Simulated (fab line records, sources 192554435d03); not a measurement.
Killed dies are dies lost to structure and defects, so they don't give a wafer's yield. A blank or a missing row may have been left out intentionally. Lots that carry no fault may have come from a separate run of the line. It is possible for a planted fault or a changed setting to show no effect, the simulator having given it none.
fab line records | flow n5-finfet
[record] lots = 7 wafers = 21 last-day = 18
route steps=1938 shown HKMG_FIN@407 PASSIVATION@1936
lots that met no fault: from a run of the same line without faults
start-h: start of the lot's first displayed wafer, in hours after the record's first day | wait-h: time in hours since the lot's previous step | " unchanged from the row above | L1.1+2: several wafers, shown together as one row | - no value, or no start given | * or withheld: withheld | < > ~ a bound
route shown NAME@n: NAME is a module with steps in the file, n the number in the route of the first one | usual: average and standard deviation across the fault-free wafers | same: alike in all rows | chamber/n: place in a boat | sites: per-site readings | _std_site: the values' standard deviation | _edge_site: mean of outer sites minus mean of inner sites | radius-mm: for every site, how far away it sits from the centre of the wafer | mask NAME#n: copy n | behind: the tool/chamber that last shaped the wafer | hold: why the lot was held/for how many hours/how that ended | device: whichever transistor did not switch (one of n, p or np) | end of line: the same wafers' tests at the end of the route | where a step has no rows: the recipe by itself | killed: not the wafer's yield, but the dies lost to structure and defects at the first sort | map: per-die view of a wafer (x killed, . not killed, _ where there is no die)
set.NAME: the setting that was run; set.NAME@STEP: the one run at that earlier step | model.NAME: the simulator's own value behind a step, which no gauge read
lots seen at some steps along the route; tables by step, rows by wafer
services: a tool's chamber out of use, with start hour (start-h, from the record's first day; less than 0 if before it), hours out, and reason
[[steps]]
[step N5_HKMG_FIN_STRIP_93]
[recipe] chemistry = N2/H2 material = SOC time-s = 20 power-w = 500 temp-c = 40 pressure-mtorr = 50 rf-frequency-hz = 6e+07 bias-power-w = 8 h2-frac = 0.5 n2-flow-sccm = 300 h2-flow-sccm = 300
[usual] chamber-pressure-mTorr = 50.01/0.051 drypump-motor-current-A = 5.6/0.51 oes-product-au = 0.83/0.093 rf-vpp-V = 54.2/0.99 showerhead-plenum-p-Torr = 3.40/0.13 temp-c = 40.02/0.11 throttle-valve-pct = 18.99/0.3
[same] time-s = 20
// columns lot.wafer tool chamber start-h wait-h chamber-pressure-mTorr drypump-motor-current-A oes-product-au rf-hours-counter-h rf-vpp-V showerhead-plenum-p-Torr temp-c throttle-valve-pct
L228.2 rie-diel-04 0 79.38 0.2 50.03 5.4 0.95 5 53.3 3.31 39.98 18.82
L228.3 " 3 " " 49.92 6.0 0.70 225 53.1 3.18 40.01 19.08
L228.6 " 2 " " 50.00 6.1 0.83 - 53.8 3.40 40.02 18.69
L232.1 rie-diel-03 1 104.18 0.2 50.00 6.4 0.91 29 53.9 3.58 40.09 19.02
L232.2 " 3 " " 49.89 4.8 0.74 181 52.7 3.47 40.03 19.60
L232.3 " 0 " " 49.90 5.5 0.70 227 54.1 3.30 39.98 18.70
L237.1 rie-diel-03 3 133.32 0.2 50.07 4.9 0.73 192 53.9 3.47 40.03 19.62
L237.4 " 2 " " 50.10 5.3 0.73 185 53.2 3.22 39.95 19.34
L237.6 " 3 " " 50.04 4.9 0.73 - 56.4 3.47 40.13 19.61
L239.2 rie-diel-04 1 145.81 0.2 49.98 5.1 0.92 10 54.6 3.58 40.34 19.07
L239.3 " 0 " " 50.03 5.3 0.90 26 52.2 3.29 39.98 18.88
L239.6 " 2 " " 49.97 6.1 0.83 - 55.4 3.39 39.89 18.71
L238.1 rie-diel-03 2 147.68 0.2 50.05 5.3 0.73 190 51.3 3.21 39.86 19.34
L238.2 " 3 " " 49.90 4.9 0.72 198 54.8 3.46 40.13 19.63
L238.6 " 3 " " 50.04 4.9 0.73 - 54.8 3.46 40.06 19.63
L244.1 rie-diel-04 1 177.22 0.2 50.10 5.1 0.89 21 53.7 3.58 39.98 19.10
L244.5 " 1 " " 50.07 5.1 0.89 - 53.3 3.57 40.12 19.13
L244.6 " 0 " " 50.04 5.4 0.89 - 53.6 3.29 39.94 18.86
L248.2 rie-diel-04 1 200.71 0.2 49.98 5.0 0.87 32 54.4 3.57 40.11 19.11
L248.4 " 1 " " 50.01 5.1 0.87 - 54.2 3.57 40.03 19.12
L248.5 " 2 " " 50.05 6.1 0.80 - 54.9 3.38 40.02 18.75
[step N5_HKMG_FIN_WET_ETCH_76]
[recipe] chemistry = dNH4OH mix = 1:50 temp-c = 25 target = Al2O3 stop-on = La2O3 target-depth-nm = 2.25 dry = ipa-marangoni rinse-time-s = 30 rinse-temp-c = 23
[step N5_HKMG_FIN_STRIP_60]
[recipe] chemistry = N2/H2 power-w = 2500 temp-c = 300 h2-frac = 0.65 time-s = 360 pressure-mtorr = withheld n2-flow-sccm = 1750 h2-flow-sccm = 3250
[usual] drypump-motor-current-A = 6.0/0.49 heater-power-w = 472/74 temp-c = 299.99/0.19
[same] time-s = 360
// columns lot.wafer tool chamber start-h wait-h drypump-motor-current-A heater-power-w rf-hours-counter-h temp-c
L228.2 plasma-asher-01 0 79.53 0.0 6.1 375 90 299.79
L228.3 " 0 " " 6.1 374 - 300.04
L228.6 " 0 " " 6.1 373 - 299.61
L232.1 plasma-asher-01 1 104.33 0.0 6.6 495 94 300.03
L232.2 " 0 " " 6.1 377 94 299.92
L232.3 " 1 " " 6.5 500 - 300.09
L237.1 plasma-asher-01 1 133.47 0.0 6.5 495 101 299.63
L237.4 " 0 " " 6.0 377 - 300.05
L237.6 " 1 " " 6.6 497 - 299.98
L239.2 plasma-asher-02 0 145.97 0.0 5.1 491 48 300.04
L239.3 " 1 " " 5.9 566 - 299.90
L239.6 " 0 " " 5.1 486 - 300.10
L238.1 plasma-asher-01 0 147.83 0.0 6.0 377 103 300.36
L238.2 " 1 " " 6.5 490 103 300.04
L238.6 " 0 " " 6.0 364 - 300.28
L244.1 plasma-asher-02 1 177.37 0.0 5.8 599 54 299.93
L244.5 " 1 " " 5.9 589 - 299.97
L244.6 " 0 " " 5.1 485 - 300.43
L248.2 plasma-asher-01 0 200.86 0.0 6.0 385 114 300.04
L248.4 " 1 " " 6.5 510 - 300.14
L248.5 " 1 " " 6.5 504 - 300.17
[step N5_HKMG_FIN_WET_ETCH_77]
[recipe] chemistry = dHCl mix = 1:10000 temp-c = 25 target = La2O3 stop-on = HfO2 target-depth-nm = 2
[step N5_HKMG_FIN_WET_ETCH_78]
[recipe] chemistry = dNH4OH mix = 1:50 temp-c = 25 target = Al2O3 stop-on = La2O3 target-depth-nm = 4.5 dry = ipa-marangoni rinse-time-s = 30 rinse-temp-c = 23
[step N5_HKMG_FIN_ALD_79]
[recipe] material = TiN target-thk-a = 15 temp-c = 400 ald-precursor-family = TiCl4 ald-co-reactant = NH3 pulse-time-s = 1 purge-time-s = 3 co-reactant-purge-time-s = 2 co-reactant-pulse-time-s = 2 ald-cycles = 68 pressure-torr = 3
[usual] ald-cycles = 68/0 heater-power-w = 926/81 precursor-pulse-height-rel = 0.999/0.02 susceptor-temp-C = 399.98/0.21
[same] co-reactant-pulse-time-s = 2
// columns lot.wafer tool chamber start-h wait-h ald-cycles heater-power-w precursor-pulse-height-rel susceptor-temp-C
L228.2 ald-metal-01 1 80.02 0.0 68 859 0.988 399.83
L228.3 " 0 " " 68 872 0.947 399.66
L228.6 " 0 " " 68 838 0.990 399.91
L232.1 ald-metal-01 1 104.85 0.0 68 880 0.973 399.88
L232.2 " 3 " " 68 837 0.992 399.89
L232.3 " 0 " " 68 860 1.004 399.84
L237.1 ald-metal-02 3 133.96 0.0 68 948 0.967 400.03
L237.4 " 1 " " 68 931 1.003 400.57
L237.6 " 0 " " 68 1007 0.999 400.23
L239.2 ald-metal-01 3 146.46 0.0 68 836 0.986 399.69
L239.3 " 0 " " 68 839 0.997 400.22
L239.6 " 0 " " 68 834 1.000 400.24
L238.1 ald-metal-01 1 148.32 0.0 68 894 0.981 399.86
L238.2 " 0 " " 68 850 1.033 399.98
L238.6 " 1 " " 68 885 1.027 399.88
L244.1 ald-metal-02 0 177.87 0.0 68 1029 1.013 399.93
L244.5 " 2 " " 68 972 1.002 400.04
L244.6 " 3 " " 68 956 1.006 399.85
L248.2 ald-metal-01 3 201.35 0.0 68 823 0.983 400.42
L248.4 " 0 " " 68 831 1.005 400.19
L248.5 " 1 " " 68 876 1.035 400.33
[step N5_HKMG_FIN_CVD_62]
[recipe] material = a-Si target-thk-a = 30 temp-c = 500 precursor = Si2H6 pressure-torr = 1 time-s = 20.8
[usual] heater-power-w = 1423/120 susceptor-temp-C = 499.98/0.23
[same] time-s = 20.8
// columns lot.wafer tool chamber start-h wait-h heater-power-w susceptor-temp-C
L228.2 thermal-cvd-si-02 2 80.38 0.2 1449 500.32
L228.3 " 0 " " 1561 499.83
L228.6 " 0 " " 1556 499.80
L232.1 thermal-cvd-si-02 0 105.21 0.2 1525 500.15
L232.2 " 2 " " 1475 499.89
L232.3 " 1 " " 1278 499.96
L237.1 thermal-cvd-si-01 0 134.32 0.2 1523 499.38
L237.4 " 2 " " 1276 499.42
L237.6 " 0 " " 1528 499.57
L239.2 thermal-cvd-si-02 2 146.82 0.2 1478 499.80
L239.3 " 1 " " 1307 500.03
L239.6 " 1 " " 1290 500.30
L238.1 thermal-cvd-si-01 0 148.68 0.2 1570 499.66
L238.2 " 2 " " 1254 500.39
L238.6 " 1 " " 1414 500.07
L244.1 thermal-cvd-si-02 1 178.23 0.2 1279 499.63
L244.5 " 2 " " 1438 499.97
L244.6 " 0 " " 1556 500.02
L248.2 thermal-cvd-si-02 2 201.71 0.2 1480 499.85
L248.4 " 1 " " 1275 499.97
L248.5 " 0 " " 1550 499.84
[step N5_HKMG_FIN_RTA_80]
[recipe] temp-c = withheld time-s = 2 ambient = N2 idle-temp-c = 600 ramp-up-c-per-s = 150 ramp-down-c-per-s = 60 cool-to-c = 600
[step N5_HKMG_FIN_PRECLEAN_64]
[recipe] chemistry = dHF time-s = 30 temp-c = 25 dilution = withheld
[step N5_HKMG_FIN_WET_ETCH_65]
[recipe] chemistry = TMAH temp-c = 70 conc-wt-pct = 5 target = a-Si stop-on = TiN time-s = 49 target-depth-nm = 3
[step N5_HKMG_FIN_WET_ETCH_81]
[recipe] chemistry = SC1 target = TiN stop-on = HfO2 mix = 1:1:5 temp-c = 60 time-s = 57 target-depth-nm = 6
[step N5_HKMG_FIN_WET_ETCH_82]
[recipe] chemistry = dHCl mix = 1:10000 temp-c = 25 target = La2O3 stop-on = HfO2 target-depth-nm = 2 dry = ipa-marangoni rinse-time-s = 30 rinse-temp-c = 23
[step N5_HKMG_FIN_ALD_36]
[recipe] material = TiN target-thk-a = 10 temp-c = 400 ald-precursor-family = TiCl4 ald-co-reactant = NH3 pulse-time-s = 1 purge-time-s = 3 co-reactant-purge-time-s = 2 co-reactant-pulse-time-s = 2 ald-cycles = 47 pressure-torr = 3
[usual] ald-cycles = 47/0 heater-power-w = 885/91 precursor-pulse-height-rel = 1.000/0.019 susceptor-temp-C = 400.01/0.22
[same] co-reactant-pulse-time-s = 2
// columns lot.wafer tool chamber start-h wait-h ald-cycles heater-power-w precursor-pulse-height-rel susceptor-temp-C
L228.2 ald-metal-02 3 80.78 0.0 47 926 0.993 400.07
L228.3 " 1 " " 47 927 1.018 399.99
L228.6 " 1 " " 47 911 1.006 399.95
L232.1 ald-metal-01 3 105.74 0.0 47 846 1.018 399.90
L232.2 " 2 " " 47 985 0.996 399.84
L232.3 " 1 " " 47 874 1.017 399.85
L237.1 ald-metal-02 3 134.72 0.0 47 960 0.980 399.95
L237.4 " 2 " " 34 1031 0.984 -
L237.6 " 3 " " 34 922 0.981 -
L239.2 ald-metal-02 3 147.44 0.0 47 956 1.002 399.89
L239.3 " 0 " " 34 1056 0.995 -
L239.6 " 2 " " 34 1000 1.004 -
L238.1 ald-metal-02 3 149.08 0.0 47 972 0.980 400.29
L238.2 " 0 " " 47 1074 0.982 399.62
L238.6 " 3 " " 34 950 0.995 -
L244.1 ald-metal-03 1 178.66 0.0 47 946 1.038 399.85
L244.5 " 0 " " 47 825 1.023 399.61
L244.6 " 1 " " 47 938 1.023 400.09
L248.2 ald-metal-01 2 202.20 0.0 47 1000 0.996 400.07
L248.4 " 0 " " 47 850 0.973 400.14
L248.5 " 0 " " 47 858 1.001 399.65
[step N5_HKMG_FIN_THK_MEAS_70]
[recipe] thk-meas-gauge = xrf reads = HfO2_of_HKMG_FIN_HK_ALD_01
[usual] HK_THK = 1.579/0.021
// columns lot.wafer tool chamber start-h wait-h HK_THK[nm]
L228.2 film-metro-02 - 81.06 0.2 1.574
L228.3 " - " " 1.587
L228.6 " - " " 1.600
L232.1 film-metro-01 - 106.02 0.2 1.603
L232.2 " - " " 1.613
L232.3 " - " " 1.597
L237.1 film-metro-02 - 135.00 0.2 1.553
L237.4 " - " " 1.571
L237.6 " - " " 1.576
L239.2 film-metro-02 - 147.72 0.2 1.579
L239.3 " - " " 1.540
L239.6 " - " " 1.537
L238.1 film-metro-01 - 149.36 0.2 1.582
L238.2 " - " " 1.593
L238.6 " - " " 1.612
L244.1 film-metro-02 - 178.94 0.2 1.555
L244.5 " - " " 1.580
L244.6 " - " " 1.576
L248.2 film-metro-02 - 202.48 0.2 1.594
L248.4 " - " " 1.596
L248.5 " - " " 1.579
[step N5_PASSIVATION_PROBE_49]
[usual] killed_at_M0_to_M3 = 36/11 killed_at_M4_up = 14/5.6 killed-at-contacts = 11/5.6 killed-at-front-end = 40/12 killed-at-other = 4/3.2 killed-dies = 105/17 killed-open = 69/12 killed-short = 34/8.4
[same] gross-dies = 1180 killed-at-back-side = 0
// columns lot.wafer tool chamber start-h wait-h killed_at_M0_to_M3 killed_at_M4_up killed-at-contacts killed-at-front-end killed-at-other killed-dies killed-open killed-short
L232.1 prober-01 - 343.51 0.1 25 13 10 39 2 89 68 20
L232.2 prober-01 - 343.56 0.1 18 12 10 38 0 78 54 24
L232.3 prober-01 - 343.61 0.2 22 26 6 29 2 85 55 28
L239.2 prober-02 - 376.74 0.1 30 8 12 70 3 123 72 51
L239.3 prober-02 - 376.79 0.1 48 9 15 44 9 125 81 43
L239.6 prober-02 - 376.94 0.3 33 14 10 52 9 118 80 35
L238.1 prober-01 - 383.39 0.0 33 7 3 65 4 112 77 33
L238.2 prober-01 - 383.44 0.1 40 10 7 31 7 95 66 28
L238.6 prober-01 - 383.64 0.3 26 15 5 31 6 83 52 31
L244.1 prober-01 - 414.45 0.0 42 23 12 30 7 114 78 35
L244.5 prober-01 - 414.65 0.2 37 15 12 35 1 100 65 29
L244.6 prober-01 - 414.70 0.3 29 21 19 35 3 107 74 31
// killed by level:class
L232.1 DUMMY_GATE:geometric-particle:open=12 FIN_SAQP:geometric-particle:open=10 FIN_SAQP:geometric-particle:short=10 MOL_CONTACT_COAG:geometric-particle:open=9 BEOL_M2:geometric-particle:open=9 BEOL_M0_SAQP:geometric-particle:open=7 BEOL_M4:geometric-particle:open=5 BEOL_M3:geometric-particle:open=4
L232.2 DUMMY_GATE:geometric-particle:open=9 MOL_CONTACT_COAG:geometric-particle:open=7 FIN_SAQP:geometric-particle:short=6 FIN_SAQP:geometric-particle:open=5 BEOL_M2:geometric-particle:open=4 STI_FIN_REVEAL:geometric-particle:open=4 BEOL_M1:geometric-particle:open=4 BEOL_M4:geometric-particle:open=4
L232.3 FIN_SAQP:geometric-particle:short=8 BEOL_M8:geometric-particle:open=7 BEOL_M2:geometric-particle:open=7 BEOL_M5:geometric-particle:open=7 FIN_SAQP:geometric-particle:open=5 BEOL_M1:geometric-particle:open=5 MOL_CONTACT_COAG:geometric-particle:open=4 BEOL_M0_SAQP:geometric-particle:open=3
L239.2 FIN_SAQP:geometric-particle:short=21 STI_FIN_REVEAL:geometric-particle:open=19 MOL_CONTACT_COAG:geometric-particle:open=11 BEOL_M1:geometric-particle:open=7 FIN_SAQP:geometric-particle:open=6 BEOL_M0_SAQP:geometric-particle:short=6 STI_FIN_REVEAL:geometric-particle:short=5 BEOL_M0_SAQP:geometric-particle:open=5
L239.3 MOL_CONTACT_COAG:geometric-particle:open=15 FIN_SAQP:geometric-particle:short=12 BEOL_M1:geometric-particle:open=12 STI_FIN_REVEAL:geometric-particle:open=10 BEOL_M0_SAQP:geometric-particle:open=9 BEOL_M2:geometric-particle:open=7 FIN_SAQP:geometric-particle:open=6 GATE_CUT:geometric-particle:short=5
L239.6 STI_FIN_REVEAL:geometric-particle:open=23 MOL_CONTACT_COAG:geometric-particle:open=9 BEOL_M2:geometric-particle:open=7 FIN_SAQP:geometric-particle:short=6 BEOL_M3:geometric-particle:open=6 MIM_BOT:geometric-particle:short=5 DUMMY_GATE:geometric-particle:open=5 BEOL_M0_SAQP:geometric-particle:short=5
L238.1 STI_FIN_REVEAL:geometric-particle:open=21 FIN_SAQP:geometric-particle:open=15 FIN_SAQP:geometric-particle:short=9 BEOL_M0:geometric-particle:open=7 BEOL_M3:geometric-particle:open=7 BEOL_M2:geometric-particle:short=5 STARTING-WAFER:geometric-particle:short=5 BEOL_M0_SAQP:geometric-particle:short=4
L238.2 BEOL_M1:geometric-particle:open=10 BEOL_M2:geometric-particle:open=9 FIN_SAQP:geometric-particle:short=8 MOL_CONTACT_COAG:geometric-particle:open=7 BEOL_M0:geometric-particle:open=7 STI_FIN_REVEAL:geometric-particle:open=6 FIN_SAQP:geometric-particle:open=5 BEOL_M0_SAQP:geometric-particle:open=3
L238.6 FIN_SAQP:geometric-particle:short=7 BEOL_M5:geometric-particle:open=6 FIN_SAQP:geometric-particle:open=5 STI_FIN_REVEAL:geometric-particle:open=5 BEOL_M1:geometric-particle:open=5 BEOL_M0_SAQP:geometric-particle:open=4 BEOL_M3:geometric-particle:open=4 BEOL_M1:geometric-particle:short=3
L244.1 BEOL_M4:geometric-particle:open=12 MOL_CONTACT_COAG:geometric-particle:open=11 BEOL_M0_SAQP:geometric-particle:open=11 BEOL_M0_SAQP:geometric-particle:short=10 FIN_SAQP:geometric-particle:open=9 FIN_SAQP:geometric-particle:short=8 BEOL_M3:geometric-particle:open=6 BEOL_M1:geometric-particle:open=5
L244.5 BEOL_M0_SAQP:geometric-particle:open=12 BEOL_M0_SAQP:geometric-particle:short=12 STI_FIN_REVEAL:geometric-particle:open=9 MOL_CONTACT_COAG:geometric-particle:open=9 DUMMY_GATE:geometric-particle:open=7 BEOL_M1:geometric-particle:open=5 BEOL_M2:geometric-particle:open=4 BEOL_M4:geometric-particle:open=4
L244.6 MOL_CONTACT_COAG:geometric-particle:open=14 BEOL_M4:geometric-particle:open=14 FIN_SAQP:geometric-particle:open=10 BEOL_M0_SAQP:geometric-particle:open=7 MOL_CONTACT_COAG:geometric-particle:short=5 BEOL_M0_SAQP:geometric-particle:short=5 DUMMY_GATE:geometric-particle:open=4 BEOL_M1:geometric-particle:open=4
[[services]]
// columns tool chamber start-h hours kind
ald-metal-03 0 57.80 14.1 repair
ald-metal-02 2 61.61 25.3 repair
ald-metal-03 - 63.94 0.5 repair
ald-metal-03 1 91.83 3.7 repair
rie-diel-04 1 92.78 - clean
rie-diel-04 1 92.78 - consumable-replace:focus-ring
rie-diel-04 1 92.78 - consumable-replace:showerhead
rie-diel-04 1 92.78 18.6 scheduled-down
rie-diel-04 1 92.78 18.6 vent-cycle
ald-metal-03 - 94.92 1.5 repair
rie-diel-04 3 103.26 4.3 repair
ald-metal-03 - 122.97 14.6 pm
ald-metal-01 - 131.21 2.1 repair
rie-diel-04 3 138.33 9.4 repair
ald-metal-02 1 147.15 6.2 repair
rie-diel-03 0 165.44 - clean
rie-diel-03 0 165.44 - consumable-replace:focus-ring
rie-diel-03 0 165.44 20.8 scheduled-down
ald-metal-03 - 182.19 4.0 repair
rie-diel-04 3 182.81 - clean
rie-diel-04 3 182.81 - consumable-replace:focus-ring
rie-diel-04 3 182.81 - consumable-replace:showerhead
rie-diel-04 3 182.81 17.6 scheduled-down
rie-diel-04 3 182.81 17.6 vent-cycle
[[key]]
[first-sign] step = N5_HKMG_FIN_ALD_36 reading = ald-cycles direction = down sigmas = 99+ usual = * struck = *
effect none on later readings
met-at N5_HKMG_FIN_ALD_36
struck-wafers L237.4,L237.6,L238.6,L239.3,L239.6
tester-left-out L237,L238,L239
onset-between 80.78 134.72
[fault] kind = process-parameter-drift tool = ald-metal-02 chamber = - onset-h = 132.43 steps = N5_HKMG_FIN_ALD_36 channel = ald-cycles offset = * shape = step end-h = 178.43 scope = struck-wafers-only acts-in = * stated = *
// tester-left-out: of these lots the tester's yield and bins aren't shown, on N5 and GAA mostly nor the transistor test; their killed dies are dies lost to structure and defects alone, not to doping, threshold or leakage, so they don't give the yield
